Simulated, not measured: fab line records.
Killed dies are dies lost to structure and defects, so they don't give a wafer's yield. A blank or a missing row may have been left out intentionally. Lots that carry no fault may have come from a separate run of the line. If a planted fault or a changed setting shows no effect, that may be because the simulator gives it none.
Matching of chambers -- flow nand-harc -- rie-diel-11 running NHARC_A_CONTACT_DESCUM_13: 4 sister chambers
The step chemistry O2, time 3 s. 8 wafers are shown with their chamber, then 12 later ones without.

WAFERS, EACH WITH ITS CHAMBER
wafer,chamber,drypump-motor-current-A (A),oes-product-au (a.u.)
L085.3,2,5.7,1.013
L085.6,2,5.7,0.999
L086.4,1,5.8,0.986
L086.5,0,5.5,1.003
L086.6,3,5.7,1.013
L087.1,0,5.5,1.021
L087.3,1,5.8,0.996
L087.4,3,5.8,1.012

WAFERS WITH NO CHAMBER GIVEN
wafer,drypump-motor-current-A (A),oes-product-au (a.u.)
L088.2,5.8,0.999
L088.4,5.7,0.993
L088.5,5.7,0.992
L093.1,5.7,0.987
L093.3,5.8,1.019
L093.5,5.7,1.017
L095.2,5.6,0.982
L095.4,5.7,0.991
L095.5,5.6,0.987
L096.4,5.7,0.994
L096.5,5.7,0.993
L096.6,5.7,0.986

WHICH CHAMBER EACH WENT THROUGH
wafer,from the rows above,in truth
L088.2,can't be placed: 1 or 3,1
L088.4,can't be placed: 2 or 3 or 1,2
L088.5,can't be placed: 2 or 3 or 1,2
L093.1,can't be placed: 2 or 1 or 3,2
L093.3,can't be placed: 3 or 1 or 2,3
L093.5,can't be placed: 2 or 3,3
L095.2,can't be placed: 2 or 0 or 3 or 1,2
L095.4,can't be placed: 2 or 3 or 1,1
L095.5,can't be placed: 2 or 0 or 3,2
L096.4,can't be placed: 2 or 3 or 1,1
L096.5,can't be placed: 2 or 3 or 1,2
L096.6,can't be placed: 2 or 1 or 3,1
0 of 12 placed correctly. Not placeable from these rows: 12 (in 12, the candidates include the true chamber). Wrongly placed: 0.
How it was worked out, from the rows above alone: a wafer's distance from a chamber is the root of the sum, over the readings, of the square of ((its reading less the chamber's mean) divided by the reading's scatter). The wafer belongs to the nearest chamber; if the next one is less than 2 further off, it can't be placed. A chamber's mean is the mean of its shown wafers. The scatter is the square root of a quotient: the sum, over the shown wafers, of each reading's squared deviation from its chamber's mean, divided by wafers minus chambers.
